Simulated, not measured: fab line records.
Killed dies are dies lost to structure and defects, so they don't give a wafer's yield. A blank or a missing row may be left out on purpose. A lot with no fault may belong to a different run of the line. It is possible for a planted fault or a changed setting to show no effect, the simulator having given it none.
8D (eight disciplines) problem report, filled in by code	flow nandHarc	the parts of the form that need people (team, actions taken, sign-off) are left out

== 1. PROBLEM STATEMENT ==
killedAtArray at NHARC_END_SORT_01 reads a mean of 672 on 3 wafers of 2 lots; wafers without a fault read 61 with a standard deviation of 26. That puts it +24 standard deviations away from the usual mean.
First seen on wafer L306.5, day 27 22:03, on prober-02. The record has a number at this step for 6 wafers belonging to 2 lots. By rule, "out" or "out of limits" means more than 4 standard deviations away from the usual mean. The other wafers with a number count as sound.

== 2. WHAT THIS IS AND IS NOT ==
question	is	is not
which readings at this step	killedAtArray, killedDies	killedAtOther, killedAtPeriphery, killedOpen, killedShort
which lots	L306, L308	-
which wafers of those lots	L306.5, L308.4, L308.6	L306.1, L306.2, L308.5
read on which gauges	prober-01, prober-02	-
when	from day 27 22:03	up to then (2 sound wafers); but 1 sound wafer of L308 came after

== 3. SUSPECTS, AND WHAT RULES EACH OUT ==
Counting: any tool at a process step up to the reading remains a suspect provided it ran every lot that is out. Sound lots after the first of them don't rule it out here, since some wafers of a struck lot are sound.
- the gauge at NHARC_END_SORT_01: ruled out. The wafers that are out were read on 2 gauges (prober-01, prober-02).
- rieDiel-02 at NHARC_A_STAIRCASE_TRIM_14 (chemistry O2, time 211.2 s): kept. It ran every lot that is out, first L306 (day 19 07:22). Out on those wafers are its own readings of oesProductAu.
- rieDiel-02 at NHARC_A_STAIRCASE_ETCH_15 (etches the open film in C4F8/O2, target depth 100 nm, time 40.5 s): kept. It ran every lot that is out, first L306 (day 27 18:48). NHARC_A_STAIRCASE_ETCH_15 gives no start for some lots, so the hours and the order of its lots are those of NHARC_END_SORT_01.
- rieDiel-02 at NHARC_A_STAIRCASE_ETCH_21 (etches the open film in C4F8/O2, target depth 100 nm, time 40.5 s): kept. It ran every lot that is out, first L306 (day 27 18:48). NHARC_A_STAIRCASE_ETCH_21 gives no start for some lots, so the hours and the order of its lots are those of NHARC_END_SORT_01.
- rieDiel-02 at NHARC_A_STAIRCASE_ETCH_23 (etches the open film in C4F8/O2, target depth 100 nm, time 40.5 s): kept. It ran every lot that is out, first L306 (day 27 18:48). NHARC_A_STAIRCASE_ETCH_23 gives no start for some lots, so the hours and the order of its lots are those of NHARC_END_SORT_01.
- At NHARC_A_STAIRCASE_TRIM_14, inside rieDiel-02: chamber 3 took the wafers that are out, while their sound lot-mates went through chambers 0, 2.
Left after counting: rieDiel-02 at NHARC_A_STAIRCASE_TRIM_14, rieDiel-02 at NHARC_A_STAIRCASE_ETCH_15, rieDiel-02 at NHARC_A_STAIRCASE_ETCH_21, rieDiel-02 at NHARC_A_STAIRCASE_ETCH_23.

== 4. THE CAUSE (what the simulator had put in) ==
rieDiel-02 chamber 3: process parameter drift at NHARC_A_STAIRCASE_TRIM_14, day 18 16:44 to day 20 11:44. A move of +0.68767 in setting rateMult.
This tool is one of the 4 suspects left after counting.

== 5. THE EFFECT CHAIN, in route order ==
One row per reading whose mean, taken over the struck wafers that have a number, lies over 3 standard deviations from the usual. Only readings for which the record gives a usual standard deviation are gone through. hours: the time from each lot's start at the first step in this table that gives one to its start at this step, as a median over the lots. sigmas: the change in usual standard deviations.
hours	step	reading	usual	on struck wafers	change	sigmas
0	NHARC_A_STAIRCASE_TRIM_14	oesProductAu	0.999 a.u.	1.427	+0.428	+43
208	NHARC_END_SORT_01	killedAtArray	61	672	+611	+24
208	NHARC_END_SORT_01	killedDies	66	677	+611	+24
It contains these process steps:
- NHARC_A_STAIRCASE_TRIM_14: chemistry O2, time 211.2 s.

== 6. HOW IT WOULD HAVE BEEN CAUGHT EARLIER ==
The first out-of-limits reading at a measuring or inspecting step in this record came at day 27 22:03, 221 hours after the fault's start at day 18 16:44.
At NHARC_A_STAIRCASE_TRIM_14, the tool's own readings (oesProductAu) were out on each struck wafer the step has a row for, so an alarm limit on them would have fired on the first such wafer.
The start of NHARC_A_STAIRCASE_TRIM_14 on rieDiel-02 came by day 27 22:03 for every one of the lots that are out (2). Holding the tool at that point would not have protected any of them.
